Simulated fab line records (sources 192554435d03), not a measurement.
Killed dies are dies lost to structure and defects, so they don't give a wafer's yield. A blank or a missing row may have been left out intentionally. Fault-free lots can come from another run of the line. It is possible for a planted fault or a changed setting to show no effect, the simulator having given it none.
Code-filled problem report in 8D (eight disciplines) form / flow n5_finfet / the parts of the form that need people (team, actions taken, sign-off) are left out

1. WHAT IS WRONG
plate_temp_C at N5_MOL_CONTACT_COAG_COAT_103 reads a mean of 247.25 C on 6 wafers of 2 lots; wafers without a fault read 249.98 C with a standard deviation of 0.18. That puts it -15 standard deviations away from the usual mean.
The step: time 60 s, resist thk 80 nm.
Seen first at day 7 18:56 on litho_track-01, wafer L645.1. The record holds 27 wafers of 9 lots with a number at this step. The rule behind "out" and "out of limits": a value lying over 4 standard deviations away from the usual mean. Any other wafer with a number is counted as sound.

2. WHAT IT IS, WHAT IT ISN'T
question=which readings at this step | is=plate_temp_C | is not=exhaust_pa
question=which lots | is=L645, L648 | is not=L634, L635, L641, L642, L653, L654, L656
question=which wafers of those lots | is=all that have a number | is not=-
question=read on which tools | is=litho_track-01 | is not=litho_track-03, litho_track-04
question=when | is=from day 7 18:56 | is not=up to then (12 sound wafers); but 9 sound wafers of L653, L654, L656 came after

3. THE SUSPECTS, EACH WITH WHAT RULES IT OUT
Counting: a tool stays on the suspect list if, at a process step up to the reading, it processed all lots that are out and no sound lot following the first of them.
- rie_metal-03 at N5_GATE_CUT_CUT_ETCH_54 (etches TiN in Cl2/BCl3, target depth 96.7 nm): kept. All lots that are out passed through it, beginning with L645 at day 7 15:28, and no sound lot followed; its final sound lot before that point was L635 at day 5 01:52.
- rie_metal-03 at N5_GATE_CUT_ETCH_47 (etches SiO2 in Cl2/BCl3, target depth 10 nm): kept. All lots that are out passed through it, beginning with L645 at day 7 15:33, and no sound lot followed; its final sound lot before that point was L635 at day 5 01:58.
- litho_track-01 at N5_MOL_CONTACT_COAG_COAT_103 (time 60 s, resist thk 80 nm): kept. All lots that are out passed through it, beginning with L645 at day 7 18:56, and no sound lot followed; its final sound lot before that point was L642 at day 6 23:32. Out on those wafers are its own readings of plate_temp_C.
rie_metal-03 at N5_GATE_CUT_CUT_ETCH_54, rie_metal-03 at N5_GATE_CUT_ETCH_47 and litho_track-01 at N5_MOL_CONTACT_COAG_COAT_103 are what is left after counting.

4. THE CAUSE (what the simulator had put in)
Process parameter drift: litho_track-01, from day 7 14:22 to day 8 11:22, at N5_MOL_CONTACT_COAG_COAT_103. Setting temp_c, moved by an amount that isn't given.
Counting left 3 suspects, and this tool is among them.

5. THE EFFECT CHAIN, in route order
Each row: a reading whose mean over the struck wafers that have a number lies more than 3 standard deviations from the usual. Only readings for which the record gives a usual standard deviation are gone through. hours: the time from each lot's start at the first step in this table that gives one to its start at this step, as a median over the lots. sigmas: the change in usual standard deviations.
hours=0; step=N5_MOL_CONTACT_COAG_COAT_103; reading=heater_power_total_W; usual=500.2 W; on struck wafers=493.7; change=-6.5; sigmas=-3.4
hours=0; step=N5_MOL_CONTACT_COAG_COAT_103; reading=plate_temp_C; usual=249.98 C; on struck wafers=247.25; change=-2.73; sigmas=-15
Its process steps:
- N5_MOL_CONTACT_COAG_COAT_103: time 60 s, resist thk 80 nm.
At these later measuring or inspecting steps, every struck wafer for which the step has a row has a number for every such reading, and none has moved that far: N5_BEOL_M4_RC_MEAS_101.

6. HOW IT WOULD HAVE BEEN CAUGHT EARLIER
In this record no reading fell out of limits until day 7 18:56, 5 hours after the fault had begun at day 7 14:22.
